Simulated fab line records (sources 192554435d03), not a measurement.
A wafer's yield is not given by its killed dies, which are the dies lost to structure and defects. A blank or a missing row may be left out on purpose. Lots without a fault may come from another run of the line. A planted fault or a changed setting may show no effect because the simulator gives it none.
Matching of chambers	flow n5 finfet	N5_BEOL_M6_CMP_52 on cmp-03: 4 sister chambers
The step polishes, stops on SiCOH lowk, t overpolish 6.9 s, target thk 80 nm. 8 wafers are shown with their chamber, then 8 later ones without.

== WAFERS WITH THEIR CHAMBER ==
wafer	chamber	motor current A (A)	head pressure psi (psi)
L081.5	3	6.4	0.9992
L083.1	0	6.3	0.9972
L083.4	1	6.6	1.0023
L083.5	2	6.9	0.9990
L084.1	0	6.1	0.9993
L084.2	2	6.4	0.9986
L084.6	1	6.6	1.0009
L088.2	3	6.5	1.0019

== WAFERS WHOSE CHAMBER IS MISSING ==
wafer	motor current A (A)	head pressure psi (psi)
L088.5	6.6	1.0021
L088.6	6.2	1.0010
L087.1	6.8	0.9996
L087.2	6.4	1.0004
L087.3	6.3	1.0021
L091.1	5.7	0.9976
L091.2	6.3	1.0045
L091.3	6.8	1.0039

== THE CHAMBER EACH PASSED THROUGH ==
wafer	from the rows above	in truth
L088.5	can't be placed: 1 or 3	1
L088.6	can't be placed: 3 or 0 or 1 or 2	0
L087.1	can't be placed: 2 or 1 or 3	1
L087.2	can't be placed: 3 or 1 or 2 or 0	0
L087.3	can't be placed: 3 or 1 or 0 or 2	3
L091.1	can't be placed: 0 or 3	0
L091.2	can't be placed: 1 or 3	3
L091.3	can't be placed: 1 or 3 or 2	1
Placed correctly: 0 of 8. Can't be placed from these rows: 8 (the true chamber is among the candidates in 8). Placed wrongly: 0.
How it was worked out, from the rows above alone: a wafer's distance from a chamber is the root of the sum, over the readings, of the square of ((its reading less the chamber's mean) divided by the reading's scatter). If the next closest chamber is less than 2 further off than the closest, the wafer can't be placed; otherwise it belongs to the closest. A chamber's mean is the mean of its shown wafers. The scatter is the square root of a quotient: the sum, over the shown wafers, of each reading's squared deviation from its chamber's mean, divided by wafers minus chambers.
